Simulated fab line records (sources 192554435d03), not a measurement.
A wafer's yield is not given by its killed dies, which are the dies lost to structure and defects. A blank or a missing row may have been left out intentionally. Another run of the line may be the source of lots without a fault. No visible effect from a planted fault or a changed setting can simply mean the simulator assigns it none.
Which tool is to blame?    flow n5_finfet    12 lots, 34 wafers sampled, at 3 steps of a route of 1938

WHAT THE GAUGES READ, wafer by wafer
N5_HKMG_FIN_CD_MEAS_12: target cd 92.8 nm. Usual: cd_nm at 92.8 nm, with a standard deviation of 0.64.
lot   measured     on         cd_nm (nm)      flag
L182  day 4 02:35  cd_sem-02  92.3 91.6 92.7  
L184  day 4 16:50  cd_sem-03  92.4 93.4 93.0  
L185  day 4 23:16  cd_sem-02  92.1 92.8 93.5  
L186  day 5 05:13  cd_sem-01  93.9 93.0 92.9  
L187  day 5 10:29  cd_sem-02  93.0 93.0 93.0  
L189  day 5 21:26  cd_sem-03  92.9 92.4 93.1  
L190  day 6 03:36  cd_sem-03  93.3 93.4       
L193  day 6 23:04  cd_sem-01  92.6 94.1 92.6  
L195  day 7 11:07  cd_sem-03  93.1 91.9 93.9  
L196  day 7 14:38  cd_sem-02  93.4 86.3 92.4  OFF
L203  day 9 10:28  cd_sem-03  85.0 93.0       OFF
L205  day 9 22:53  cd_sem-03  93.5 93.2 92.7  

TOOL THAT RAN EACH LOT (tool first, then ch and the chambers of the sampled wafers, then the start)
lot   N5_HKMG_FIN_ETCH_55                N5_HKMG_FIN_PEB_10
L182  rie_diel-03 ch 0,1,3, day 3 23:13  litho_track-05 ch 0, day 4 02:31
L184  rie_diel-01 ch 0,1,2, day 4 13:38  litho_track-04 ch 0, day 4 16:46
L185  rie_diel-03 ch 0,2, day 4 20:04    litho_track-01 ch 0, day 4 23:11
L186  rie_diel-03 ch 0,2,3, day 5 02:08  litho_track-04 ch 0, day 5 05:08
L187  rie_diel-03 ch 0,2, day 5 07:24    litho_track-04 ch 0, day 5 10:26
L189  rie_diel-05 ch 0,1,3, day 5 18:21  litho_track-05 ch 0, day 5 21:22
L190  rie_diel-01 ch 0,3, day 6 00:23    litho_track-05 ch 0, day 6 03:32
L193  rie_diel-05 ch 0,2,3, day 6 19:52  litho_track-04 ch 0, day 6 23:00
L195  rie_diel-05 ch 0,2,3, day 7 08:03  litho_track-04 ch 0, day 7 11:03
L196  rie_diel-03 ch 0,2,3, day 7 11:11  litho_track-04 ch 0, day 7 14:34
L203  rie_diel-03 ch 1,3, day 9 07:12    litho_track-04 ch 0, day 9 10:25
L205  rie_diel-01 ch 0,1,3, day 9 19:28  litho_track-05 ch 0, day 9 22:49
- N5_HKMG_FIN_ETCH_55: etches SOC in N2/H2, target depth 240 nm, time 300 s.
- N5_HKMG_FIN_PEB_10: peb time 60 s.

AS READ BY THE TOOLS THEMSELVES (means over the sampled wafers that have a number; for cases with no such wafer, the mark the record gives instead)
N5_HKMG_FIN_ETCH_55. Usual: drypump_motor_current_A 5.7 A, standard deviation 0.4; h2_flow_sccm 200.0 sccm, standard deviation 0.54; oes_product_au 0.81 a.u., standard deviation 0.093; rf_vpp_V 524.0 V, standard deviation 2.4; showerhead_plenum_p_Torr 2.55 Torr, standard deviation 0.086; throttle_valve_pct 17.83 %, standard deviation 0.29.
lot   tool         drypump_motor_current_A (A)  h2_flow_sccm (sccm)  oes_product_au (a.u.)  rf_vpp_V (V)  showerhead_plenum_p_Torr (Torr)  throttle_valve_pct (%)  flag
L182  rie_diel-03  6.0                          200.0                0.76                   522.8         2.53                             17.90                   
L184  rie_diel-01  5.5                          200.0                0.87                   523.1         2.54                             17.75                   
L185  rie_diel-03  5.6                          199.7                0.78                   521.2         2.44                             17.75                   
L186  rie_diel-03  5.7                          200.3                0.83                   523.9         2.53                             17.77                   
L187  rie_diel-03  5.8                          200.1                0.86                   522.3         2.46                             17.69                   
L189  rie_diel-05  5.5                          199.8                0.78                   524.7         2.58                             17.81                   
L190  rie_diel-01  5.2                          199.6                0.87                   522.2         2.48                             17.58                   
L193  rie_diel-05  5.8                          199.8                0.75                   525.6         2.62                             17.80                   
L195  rie_diel-05  5.7                          199.8                0.74                   526.2         2.62                             17.81                   
L196  rie_diel-03  5.7                          200.5                0.81                   522.6         2.52                             17.80                   
L203  rie_diel-03  6.2                          200.4                0.88                   524.8         2.58                             17.80                   
L205  rie_diel-01  5.3                          199.7                0.85                   522.7         2.51                             17.61                   

THE ANSWER, worked out from the rows above alone
Rule: lot off if the mean of its wafers having a number is beyond 3 standard deviations from the usual mean. A lot without any number at a reading at which 4 lots or more have one is off too. Any other lot the step has rows for is counted as sound. The gauges are gone through in route order, then the tools' own readings, and for those a lot's mean is taken as printed above. At the first step where some lot is off, the reading lying furthest off is the one used; lots without a number count as furthest.
Off: L196, L203 (N5_HKMG_FIN_CD_MEAS_12, cd_nm).
If a tool, at a process step before that reading, ran all the lots that are off and no sound lot after the first of them, it fits. Those tools and the gauges at N5_HKMG_FIN_CD_MEAS_12 are tried in the same way. 2 tools fit, rie_diel-03 at N5_HKMG_FIN_ETCH_55 and litho_track-04 at N5_HKMG_FIN_PEB_10, so this cannot tell which one it is.

WHAT WAS PUT IN BY THE SIMULATOR
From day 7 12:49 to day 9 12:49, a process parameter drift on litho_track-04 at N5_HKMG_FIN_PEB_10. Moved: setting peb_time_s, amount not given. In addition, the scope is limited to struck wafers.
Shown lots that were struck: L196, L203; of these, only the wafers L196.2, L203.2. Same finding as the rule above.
